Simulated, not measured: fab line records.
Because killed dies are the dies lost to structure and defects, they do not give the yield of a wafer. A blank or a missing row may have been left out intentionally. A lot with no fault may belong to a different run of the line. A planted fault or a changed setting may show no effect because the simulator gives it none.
fab line records -- flow n5Finfet
record: lots: 6, wafers: 18, lastDay: 17
route steps=1938 shown HKMG_FIN@444 GATE_CUT@465 PASSIVATION@1936
lots with no fault: from the same line, run without faults
startH: hours from the record's first day to the start of the lot's first wafer shown -- waitH: time in hours since the lot's previous step -- " repeats the value in the row above -- L1.1+2: a single row standing in for several wafers -- - either no value or no given start -- * or withheld: withheld -- < > ~ a bound
route shown NAME@n: NAME is a module with steps in the file, n the number in the route of the first one -- usual: mean and standard deviation over wafers with no fault -- same: alike in all rows -- chamber/n: place in a boat -- sites: per-site readings -- _std_site: the standard deviation of these -- _edge_site: inner sites' mean taken away from outer sites' mean -- radiusMm: for every site, how far away it sits from the centre of the wafer -- mask NAME#n: copy n -- behind: the tool/chamber that last shaped the wafer -- hold: what put the lot on hold/how long, in hours/how the hold closed -- device: which transistor (n, p or np) failed to switch -- end of line: tests of these same wafers at the route's end -- where a step has no rows: the recipe by itself -- killed: dies lost to structure and defects at the first sort, not the wafer's yield -- map: the dies of a wafer, with x for killed, . for not killed, _ for no die there
set.NAME: setting as actually run; set.NAME@STEP: the setting as run at that earlier step -- model.NAME: the simulator's own value behind a step, which no gauge read
a table for each step, a row for each wafer; lots at some steps of the route
services: a tool's chamber out of use, with start hour (startH, from the record's first day; less than 0 if before it), hours out, and reason
== steps ==
step: N5_HKMG_FIN_ETCH_86
recipe: chemistry: N2/H2, target: SOC, targetDepthA: 3932, stopOn: TiN, ionEnergyEv: 100, biasW: 61, pressureMtorr: 30, sourceW: 850, n2FlowSccm: 200, h2FlowSccm: 200
step: N5_HKMG_FIN_STRIP_89
recipe: chemistry: N2/H2, material: SOC, timeS: 20, powerW: 500, tempC: 40, pressureMtorr: 50, rfFrequencyHz: 6e+07, biasPowerW: 8, h2Frac: 0.5, n2FlowSccm: 300, h2FlowSccm: 300
step: N5_HKMG_FIN_WET_ETCH_87
recipe: chemistry: SC1, target: TiN, mix: 1:2:40, tempC: 50, timeS: 154.2, targetDepthNm: 4.7, dry: ipaMarangoni, rinseTimeS: 30, rinseTempC: 23
step: N5_HKMG_FIN_STRIP_88
recipe: chemistry: N2/H2, powerW: 2500, tempC: 300, h2Frac: 0.65, timeS: 360, pressureMtorr: withheld, n2FlowSccm: 1750, h2FlowSccm: 3250
step: N5_HKMG_FIN_NWFM_ALD_20
recipe: material: TiAlC, targetThkA: 20, tempC: 300, aldPrecursorFamily: TiCl4, aldCoReactant: TEA, pulseTimeS: 3, purgeTimeS: 2, coReactantPurgeTimeS: 2, coReactantPulseTimeS: 10, aldCycles: 7, pressureTorr: 3
step: N5_HKMG_FIN_ALD_71
recipe: material: TiN, targetThkA: 10, tempC: 400, aldPrecursorFamily: TiCl4, aldCoReactant: NH3, pulseTimeS: 1, purgeTimeS: 3, coReactantPurgeTimeS: 2, coReactantPulseTimeS: 2, aldCycles: 47, pressureTorr: 3
step: N5_HKMG_FIN_COAT_66
recipe: resist: SOC, tempC: 250, timeS: 60, spinRpm: 1500, resistThkNm: 300
step: N5_HKMG_FIN_ETCH_67
recipe: chemistry: N2/H2, target: SOC, targetDepthA: 3889, stopOn: TiN, ionEnergyEv: 100, biasW: 61, pressureMtorr: 30, sourceW: 850, n2FlowSccm: 200, h2FlowSccm: 200
step: N5_HKMG_FIN_STRIP_90
recipe: chemistry: N2/H2, material: SOC, timeS: 20, powerW: 500, tempC: 40, pressureMtorr: 50, rfFrequencyHz: 6e+07, biasPowerW: 8, h2Frac: 0.5, n2FlowSccm: 300, h2FlowSccm: 300
usual: biasPowerW: 7.999/0.024, drypumpMotorCurrentA: 5.6/0.42, oesProductAu: 0.83/0.09, rfVppV: 54.3/0.96, showerheadPlenumPTorr: 3.37/0.094, throttleValvePct: 19.10/0.25
lot.wafer,tool,chamber,startH,waitH,biasPowerW,drypumpMotorCurrentA,oesProductAu,rfHoursCounterH,rfVppV,showerheadPlenumPTorr,throttleValvePct
L286.1,rieDiel-03,2,78.34,0.0,7.981,5.5,0.80,98,55.5,3.53,19.40
L286.3,rieDiel-03,0,78.34,0.0,8.031,5.4,0.73,200,53.9,3.19,18.86
L286.4,rieDiel-03,1,78.34,0.0,7.958,6.2,0.75,196,54.5,3.34,19.74
L289.2,rieDiel-02,3,95.63,0.0,8.019,5.1,0.89,24,54.3,3.42,19.07
L289.3,rieDiel-02,1,95.63,0.0,8.034,6.2,0.81,89,55.1,3.41,18.88
L289.5,rieDiel-02,3,95.63,0.0,7.997,5.1,0.89,-,55.0,3.42,19.10
L293.1,rieDiel-02,1,120.07,0.0,7.979,6.2,0.79,101,54.2,3.41,18.89
L293.2,rieDiel-02,3,120.07,0.0,7.979,5.1,0.87,36,53.4,3.42,19.10
L293.4,rieDiel-02,3,120.07,0.0,8.012,5.1,0.87,-,54.3,3.42,19.10
L298.3,rieDiel-06,1,154.94,0.0,7.994,5.3,0.70,195,54.7,3.48,19.50
L298.4,rieDiel-06,3,154.94,0.0,7.977,4.9,0.92,12,54.2,3.28,18.86
L298.5,rieDiel-06,1,154.94,0.0,8.009,5.3,0.71,-,54.3,3.48,19.52
L300.2,rieDiel-02,1,165.33,0.0,7.976,6.2,0.78,116,54.8,3.40,18.93
L300.3,rieDiel-02,0,165.33,0.0,8.031,5.2,0.96,16,54.6,3.30,18.96
L300.6,rieDiel-02,2,165.33,0.0,8.011,5.8,0.89,-,54.1,3.28,19.18
L308.2,rieDiel-02,2,211.96,0.0,8.016,5.7,0.85,58,53.1,3.27,19.22
L308.3,rieDiel-02,1,211.96,0.0,7.970,6.2,0.77,136,53.9,3.39,18.96
L308.6,rieDiel-02,3,211.96,0.0,8.026,5.1,0.80,-,55.8,3.40,19.16
step: N5_HKMG_FIN_WET_ETCH_73
recipe: chemistry: SC1, mix: 1:2:40, tempC: 50, timeS: 42.3, targetDepthNm: 1.3, dry: ipaMarangoni, rinseTimeS: 30, rinseTempC: 23
step: N5_HKMG_FIN_ETCHBACK_68
recipe: chemistry: Cl2/Ar, stopOn: HfO2, targetDepthA: 5, pressureMtorr: 10, icpW: 600, biasW: 60, Cl2_flow_sccm: 40, Ar_flow_sccm: 60
step: N5_HKMG_FIN_STRIP_69
recipe: chemistry: N2/H2, powerW: 2500, tempC: 300, h2Frac: 0.65, timeS: 360, pressureMtorr: withheld, n2FlowSccm: 1750, h2FlowSccm: 3250
usual: drypumpMotorCurrentA: 5.40/0.15, heaterPowerW: 434/49
lot.wafer,tool,chamber,startH,waitH,drypumpMotorCurrentA,heaterPowerW,rfHoursCounterH
L286.1,plasmaAsher-01,1,78.65,0.1,5.56,372,37
L286.3,plasmaAsher-01,1,78.65,0.1,5.56,378,-
L286.4,plasmaAsher-01,0,78.65,0.1,5.21,438,-
L289.2,plasmaAsher-01,1,95.96,0.1,5.54,365,41
L289.3,plasmaAsher-01,0,95.96,0.1,5.17,441,-
L289.5,plasmaAsher-01,1,95.96,0.1,5.53,369,-
L293.1,plasmaAsher-02,1,120.37,0.1,5.50,459,97
L293.2,plasmaAsher-02,0,120.37,0.1,5.39,504,97
L293.4,plasmaAsher-02,1,120.37,0.1,5.51,459,-
L298.3,plasmaAsher-01,0,155.36,0.2,5.20,433,-
L298.4,plasmaAsher-01,1,155.36,0.2,5.57,374,-
L298.5,plasmaAsher-01,0,155.36,0.2,5.20,430,-
L300.2,plasmaAsher-02,0,165.63,0.1,5.38,513,105
L300.3,plasmaAsher-02,1,165.63,0.1,5.49,473,-
L300.6,plasmaAsher-02,1,165.63,0.1,5.49,460,-
L308.2,plasmaAsher-02,1,212.26,0.1,5.53,464,115
L308.3,plasmaAsher-02,0,212.26,0.1,5.40,499,-
L308.6,plasmaAsher-02,1,212.26,0.1,5.52,461,-
step: N5_HKMG_FIN_ALD_21
recipe: material: TiN, targetThkA: 15, tempC: 400, aldPrecursorFamily: TiCl4, aldCoReactant: NH3, pulseTimeS: 1, purgeTimeS: 3, coReactantPurgeTimeS: 2, coReactantPulseTimeS: 2, aldCycles: 68, pressureTorr: 3
usual: heaterPowerW: 909/110, precursorPulseHeightRel: 1.001/0.02
lot.wafer,tool,chamber,startH,waitH,heaterPowerW,precursorPulseHeightRel
L286.1,aldMetal-04,2,79.03,0.3,769,1.028
L286.3,aldMetal-04,1,79.03,0.3,862,1.013
L286.4,aldMetal-04,0,79.03,0.3,958,0.997
L289.2,aldMetal-01,0,96.35,0.3,931,1.010
L289.3,aldMetal-01,1,96.35,0.3,790,1.008
L289.5,aldMetal-01,0,96.35,0.3,922,1.031
L293.1,aldMetal-04,0,120.75,0.3,921,0.982
L293.2,aldMetal-04,1,120.75,0.3,874,0.999
L293.4,aldMetal-04,2,120.75,0.3,735,1.009
L298.3,aldMetal-04,3,155.62,0.1,938,1.007
L298.4,aldMetal-04,2,155.62,0.1,741,0.999
L298.5,aldMetal-04,0,155.62,0.1,942,0.961
L300.2,aldMetal-04,2,166.01,0.3,746,0.998
L300.3,aldMetal-04,0,166.01,0.3,930,0.986
L300.6,aldMetal-04,3,166.01,0.3,952,1.025
L308.2,aldMetal-02,1,212.64,0.3,857,1.018
L308.3,aldMetal-02,0,212.64,0.3,967,1.000
L308.6,aldMetal-02,2,212.64,0.3,954,0.974
step: N5_HKMG_FIN_ALD_72
recipe: material: W, targetThkA: 20, tempC: 300, pressureTorr: 7.5, aldPrecursorFamily: WF6, aldCoReactant: B2H6, pulseTimeS: 1, purgeTimeS: 2, coReactantPurgeTimeS: 2, coReactantPulseTimeS: 3, aldCycles: 7
step: N5_HKMG_FIN_W_FILL_22
recipe: material: W, targetThkA: 600, tempC: 400, pressureTorr: 39.4, timeS: 18.2
usual: heaterPowerW: 879/110, throttleValvePct: 18.9/0.32
lot.wafer,tool,chamber,startH,waitH,heaterPowerW,throttleValvePct
L286.1,cvdW-01,0,79.46,0.0,782,18.8
L286.3,cvdW-01,1,79.46,0.0,1063,18.6
L286.4,cvdW-01,0,79.46,0.0,806,18.9
L289.2,cvdW-02,0,96.77,0.0,812,19.0
L289.3,cvdW-02,0,96.77,0.0,814,19.3
L289.5,cvdW-02,0,96.77,0.0,827,19.1
L293.1,cvdW-01,1,121.18,0.0,1047,18.3
L293.2,cvdW-01,0,121.18,0.0,795,19.1
L293.4,cvdW-01,0,121.18,0.0,802,19.0
L298.3,cvdW-01,1,156.06,0.0,1051,18.4
L298.4,cvdW-01,0,156.06,0.0,824,19.1
L298.5,cvdW-01,1,156.06,0.0,1072,18.7
L300.2,cvdW-02,1,166.44,0.0,828,18.4
L300.3,cvdW-02,0,166.44,0.0,829,19.1
L300.6,cvdW-02,0,166.44,0.0,814,19.2
L308.2,cvdW-02,0,213.07,0.0,810,19.1
L308.3,cvdW-02,1,213.07,0.0,848,19.0
L308.6,cvdW-02,0,213.07,0.0,810,19.2
step: N5_HKMG_FIN_PRECLEAN_83
recipe: chemistry: DIW, timeS: 57.5, tempC: 23
step: N5_HKMG_FIN_SRD_84
recipe: dryTimeS: 32, dry: n2Spin, spinRpm: 1500
step: N5_HKMG_FIN_CMP_23
recipe: stopOn: SiNx, tOverpolishS: 10, postCmpClean: rinseOnly, downForcePsi: 4, platenRpm: 50.289, padVelocityMS: 1.0006, targetThkNm: 46.326
step: N5_HKMG_FIN_CMP_94
recipe: stopOn: SiNx, postCmpClean: wDiluteNh4oh, tOverpolishS: 4.7, downForcePsi: 4, platenRpm: 50.289, padVelocityMS: 1.0006, targetThkNm: 43.299
step: N5_GATE_CUT_ETCHBACK_00
recipe: chemistry: SF6/Cl2, target: W, pressureMtorr: 8, icpW: 900, biasW: 80, SF6_flow_sccm: 40, Cl2_flow_sccm: 60
step: N5_GATE_CUT_ETCH_56
recipe: chemistry: Cl2/Ar, target: TiN, targetDepthA: 216, pressureMtorr: 10, icpW: 600, biasW: 60, Cl2_flow_sccm: 40, Ar_flow_sccm: 60
step: N5_GATE_CUT_ETCHBACK_30
recipe: chemistry: Cl2/Ar, target: TiN, targetDepthA: 30, mode: isotropic, pressureMtorr: 10, icpW: 600, biasW: 60, Cl2_flow_sccm: 40, Ar_flow_sccm: 60
step: N5_GATE_CUT_VAPOR_ETCH_60
recipe: chemistry: BCl3/Cl2, target: HfO2, mode: isotropic
step: N5_GATE_CUT_ETCH_58
recipe: chemistry: CH3F/O2, target: SiNx, targetDepthA: 170, timeS: 128.6, ionEnergyEv: 50, pressureMtorr: 30, sourceW: 415, biasW: 21, Ar_flow_sccm: 150, CH3F_flow_sccm: 30, O2_flow_sccm: 20
step: N5_GATE_CUT_STRIP_59
recipe: chemistry: N2/H2, timeS: 20, powerW: 100, tempC: 40, pressureMtorr: 100, rfFrequencyHz: 6e+07, biasPowerW: 3, n2FlowSccm: 300, h2FlowSccm: 300
step: N5_GATE_CUT_PRECLEAN_31
recipe: tempC: 23, chemistry: DIW, timeS: 300
step: N5_GATE_CUT_SRD_32
recipe: timeS: 30, tempC: 23, rinseLiquid: diw, dry: ipaMarangoni
step: N5_GATE_CUT_SAC_CAP_01
recipe: material: SiNx, targetThkA: 240, tempC: 400, aldPrecursorFamily: SiH2I2, aldCoReactant: N2/H2-plasma, pulseTimeS: 1, aldCycles: 480, purgeTimeS: 2, coReactantPurgeTimeS: 2, pressureTorr: 2
step: N5_GATE_CUT_PECVD_57
recipe: material: SiNx, targetThkA: 210, tempC: 400, precursor: SiH4/NH3/N2, pressureTorr: 1.5, rfW: 300
step: N5_GATE_CUT_CMP_02
recipe: stopOn: SiO2, tOverpolishS: 12.7, postCmpClean: alkalineBrush, downForcePsi: 2.5, platenRpm: 51.8, padVelocityMS: 1.0307, targetThkNm: 0
usual: motorCurrentA: 8.7/1.1, overpolishRunS: 12.701/0.0087, timeToEndpointS: 24.8/2.5
lot.wafer,tool,chamber,startH,waitH,motorCurrentA,overpolishRunS,timeToEndpointS
L286.1,cmp-04,3,83.75,0.1,7.8,12.703,27.3
L286.4,cmp-04,0,83.75,0.1,7.8,12.705,25.9
L286.3,cmp-04,1,83.75,0.1,9.9,12.702,20.2
L289.2,cmp-03,0,100.56,0.1,8.1,12.697,25.8
L289.3,cmp-03,2,100.56,0.1,9.0,12.694,26.0
L289.5,cmp-03,1,100.56,0.1,8.6,12.704,29.6
L293.4,cmp-03,2,125.15,0.0,9.2,12.691,24.9
L293.1,cmp-03,0,125.15,0.0,7.7,12.704,25.2
L293.2,cmp-03,1,125.15,0.0,8.9,12.699,29.6
L298.4,cmp-04,1,159.95,0.1,10.1,12.694,22.1
L298.3,cmp-04,3,159.95,0.1,8.9,12.700,25.9
L298.5,cmp-04,1,159.95,0.1,10.0,12.696,21.6
L300.2,cmp-01,0,170.17,0.1,7.7,12.706,26.3
L300.3,cmp-01,1,170.17,0.1,10.0,12.690,25.5
L300.6,cmp-01,1,170.17,0.1,10.3,12.679,25.3
L308.2,cmp-04,1,216.81,0.1,9.8,12.698,21.2
L308.3,cmp-04,3,216.81,0.1,8.5,12.703,23.9
L308.6,cmp-04,2,216.81,0.1,10.9,12.686,21.3
step: N5_GATE_CUT_HM_DEP_46
recipe: material: SiO2, targetThkA: 1300, tempC: 400, precursor: TEOS/O2, pressureTorr: 6.5, rfW: 900, teosFlowSccm: 161.4, gas: O2, flowSccm: 2650, timeS: 26.6
usual: heaterPowerW: 606/75, showerheadPlenumPTorr: 8.32/0.038, throttleValvePct: 18.5/1.2
lot.wafer,tool,chamber,startH,waitH,heaterPowerW,showerheadPlenumPTorr,throttleValvePct
L286.1,pecvd-04,1,84.08,0.0,616,8.29,20.2
L286.3,pecvd-04,1,84.08,0.0,642,8.31,20.3
L286.4,pecvd-04,2,84.08,0.0,539,8.33,17.8
L289.2,pecvd-04,1,100.89,0.0,623,8.29,20.2
L289.3,pecvd-04,2,100.89,0.0,620,8.31,17.8
L289.5,pecvd-04,0,100.89,0.0,658,8.29,19.4
L293.1,pecvd-03,1,125.48,0.0,426,8.36,18.5
L293.2,pecvd-03,0,125.48,0.0,564,8.33,18.7
L293.4,pecvd-03,1,125.48,0.0,448,8.37,18.7
L298.3,pecvd-01,0,160.24,0.0,544,8.34,20.1
L298.4,pecvd-01,1,160.24,0.0,650,8.36,17.8
L298.5,pecvd-01,2,160.24,0.0,734,8.27,17.0
L300.2,pecvd-04,2,170.50,0.0,651,8.31,17.8
L300.3,pecvd-04,1,170.50,0.0,627,8.28,20.1
L300.6,pecvd-04,0,170.50,0.0,651,8.30,19.6
L308.2,pecvd-03,0,217.14,0.0,583,8.29,18.7
L308.3,pecvd-03,2,217.14,0.0,645,8.33,16.4
L308.6,pecvd-03,2,217.14,0.0,660,8.37,16.5
step: N5_GATE_CUT_COAT_34
recipe: resist: SOC, tempC: 250, timeS: 60, spinRpm: 1500, resistThkNm: 60
step: N5_GATE_CUT_COAT_35
recipe: resist: SiARC, tempC: 220, timeS: 60, spinRpm: 1500, resistThkNm: 10
step: N5_GATE_CUT_COAT_27
recipe: resist: underlayer, tempC: 205, timeS: 60, spinRpm: 1500, resistThkNm: 10
step: N5_GATE_CUT_COAT_07
recipe: resist: CAR-EUV, spinRpm: 1500, resistThkNm: 30
step: N5_GATE_CUT_EBR_09
recipe: solvent: PGMEA, ebrWidthMm: 1.5
step: N5_GATE_CUT_SOFTBAKE_08
recipe: tempC: 110, timeS: 60, resist: CAR-EUV
step: N5_GATE_CUT_EXPOSE_10
recipe: maskId: GATE_CUT, na: 0.33, sourceShape: annular, sigmaInner: 0.35, sigmaOuter: 0.8, polarization: unpolarized, targetCdNm: 20, doseMj: 43.25
step: N5_GATE_CUT_PEB_11
recipe: pebTempC: 100, pebTimeS: 60, resist: CAR-EUV
step: N5_PASSIVATION_PROBE_49
usual: defectLimitedYield: 91.0/1.4, killed_at_M0_to_M3: 35/10, killed_at_M4_up: 13/6, killedAtContacts: 13/6.4, killedAtFrontEnd: 42/12, killedAtOther: 3.2/2.4, killedDies: 107/17, killedOpen: 69/13, killedShort: 33/7.3, sort_bin_5_function: 5.3/0.92, sort_bin_6_memory: 3.3/0.66, sortNPass: 1073/17, sortYieldPct: 90.9/1.4
same: grossDies: 1180, killedAtBackSide: 0, sort_bin_4_leakage[%]: 0, sort_bin_8_speed[%]: 0
lot.wafer,tool,chamber,startH,waitH,defectLimitedYield[%],killed_at_M0_to_M3,killed_at_M4_up,killedAtContacts,killedAtFrontEnd,killedAtOther,killedDies,killedOpen,killedShort,sort_bin_5_function[%],sort_bin_6_memory[%],sortNPass,sortYieldPct[%]
L298.3,prober-01,-,353.87,0.1,92.4,25,13,11,35,6,90,61,20,4.9,2.5,1090,92.4
L298.4,prober-01,-,353.92,0.2,80.3,28,12,8,181,3,232,57,30,11.9,4.8,948,80.3
L300.2,prober-02,-,369.01,0.1,81.5,26,11,9,164,8,218,43,30,11.3,5.1,962,81.5
killed by level:class
L298.3 STI_FIN_REVEAL:geometricParticle:open=8 MOL_CONTACT_COAG:geometricParticle:open=8 FIN_SAQP:geometricParticle:open=5 DUMMY_GATE:geometricParticle:open=5 BEOL_M0_SAQP:geometricParticle:short=5 BEOL_M0_SAQP:geometricParticle:open=5 BEOL_M4:geometricParticle:open=5 FIN_SAQP:geometricParticle:short=4
L298.4 HKMG_FIN:unspecified=138 STI_FIN_REVEAL:geometricParticle:open=14 MOL_CONTACT_COAG:geometricParticle:open=7 FIN_SAQP:geometricParticle:short=7 DUMMY_GATE:geometricParticle:open=6 BEOL_M2:geometricParticle:open=6 BEOL_M1:geometricParticle:short=5 BEOL_M0_SAQP:geometricParticle:short=4
L300.2 HKMG_FIN:unspecified=137 FIN_SAQP:geometricParticle:short=10 MOL_CONTACT_COAG:geometricParticle:open=6 FIN_SAQP:geometricParticle:open=5 BEOL_M3:geometricParticle:open=5 BEOL_M0_SAQP:geometricParticle:short=4 STARTING-WAFER:geometricParticle:open=4 BEOL_M1:geometricParticle:open=4
map L298.4 (x killed, . not)
_________________.x.....x....________________
______________.x................_____________
___________....x.......x...........__________
__________....x...x.....x..x........_________
________.......x......................_______
_______.......x...x.xx..x...x..........______
______.........................x...xx..._____
_____....x..............x.x..............____
____x.x.......x.......................x...___
___......x...x.....x...............x.......__
___.................x........x.....x.x.x..x__
__...........x.x................x......x...._
__.x...xxx.xx.x...........x.......xx.......x_
_.....xxx.x.xx.xx..........x...........x.....
_..xx.xxxxxx...xx...................x........
_....xxxxxxxxxxx...x...x....x........x.......
_.xxxxxxxxxxxxxxx.........x..x.x.............
_..xxxxxxxxxxxxxx.x..........................
_.xxxxxxxxxxxxxxx......................x.....
_..xxxxxxxxxxxxxx.xxx.....x...........xx.....
_..xxxxxxxxxxxxxx.....x......................
__...xxxxxxxxxxx.............x.............x_
__...xxxxxxxxxxx.....x........x..x....x....._
___xx...xxxx.x.xx.x................x.......__
___..x.x..x............xx............x...x.__
____...................x.x...x.x.........x___
_____.......................x...x........____
______..x...x..............x.........x.._____
_______...................x.x..........______
________................x............._______
__________.........................._________
___________........................__________
______________.................._____________
_________________...x........________________
map L300.2 (x killed, . not)
_________________.x....x.....________________
______________.......x.x........_____________
___________..........x.............__________
__________xx.x......x...x.x.x......._________
________....x....x..........x........._______
_______.........................x...x..______
______...........x......................_____
_____.x..........xx.....xx.......x.......____
____.x....................................___
___.......x........x.......................__
___...x.....x.........x....................__
__.....x....x...x.......x..................._
__.....xxx............................x....._
_..xxx.xxx.x.x.xx.......x....................
_.x.x..xxxxxxx.....................x.........
_...xxxxxxxxxx..x.............xx.x...........
_x.x.xxxxxxxxxxx...............x.............
_..xxxxxxxxxxxxxx...x.x..x.................x.
_.xxxxxxxxxxxxx.xx.............x.............
_x.xxxxxxxxxx.xx.x...........................
_..xxxxxxxxxxxxx..................x..........
__xxxxxxxxxxxxxxx................x.........._
__...xxxxxxxxxxxx........................x.._
___...xxxx.xxxx.xx.........x...............__
___xxxxx..x..x...xx...............x.x......__
____...............x..................x...___
_____x.x...........x.....................____
______x..x.........x...................._____
_______..x........xx..x.......x........______
________...................x........x._______
__________....................x....._________
___________........................__________
______________.x................_____________
_________________......x.....________________
== services ==
tool,chamber,startH,hours,kind
cmp-03,-,55.53,0.8,repair
cmp-04,-,59.33,2.1,repair
aldMetal-01,0,62.43,14.7,repair
cmp-04,-,70.88,6.8,pm
aldMetal-04,-,71.26,0.6,repair
cmp-01,-,71.33,0.6,repair
pecvd-04,0,73.56,23.5,repair
cmp-04,-,99.01,1.8,repair
cvdW-02,1,103.98,15.5,repair
plasmaAsher-02,-,106.38,1.4,repair
aldMetal-04,-,111.78,6.0,pm
cvdW-01,-,131.26,1.5,repair
pecvd-04,-,143.82,1.3,repair
pecvd-04,-,147.50,1.4,repair
aldMetal-04,1,150.24,13.8,repair
cmp-03,-,154.68,3.6,repair
cmp-04,-,160.39,5.2,repair
cvdW-01,0,167.02,13.7,repair
aldMetal-04,3,173.96,39.0,repair
cmp-04,-,186.80,5.9,pm
pecvd-03,-,191.07,6.0,pm
cmp-03,-,198.60,4.6,pm
cmp-03,-,204.47,0.6,repair
cvdW-01,1,208.78,3.3,repair
== key ==
firstSign: step: N5_PASSIVATION_PROBE_49, reading: killedAtFrontEnd, direction: up, sigmas: 11, usual: 42, struck: 172
effect: step: N5_PASSIVATION_PROBE_49, reading: killedDies, direction: up, sigmas: 7.2, usual: 107, struck: 225
moreKillsBornAt: N5_HKMG_FIN_ALD_21@aldMetal-04: 275
metAt N5_HKMG_FIN_ALD_21
struckWafers L298.4,L300.2
onsetBetween 120.75 155.62
fault: kind: chamberParticleSource, tool: aldMetal-04, chamber: 2, onsetH: 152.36, steps: N5_HKMG_FIN_ALD_21, ratePerVisitCm2: 1.1077, endH: 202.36
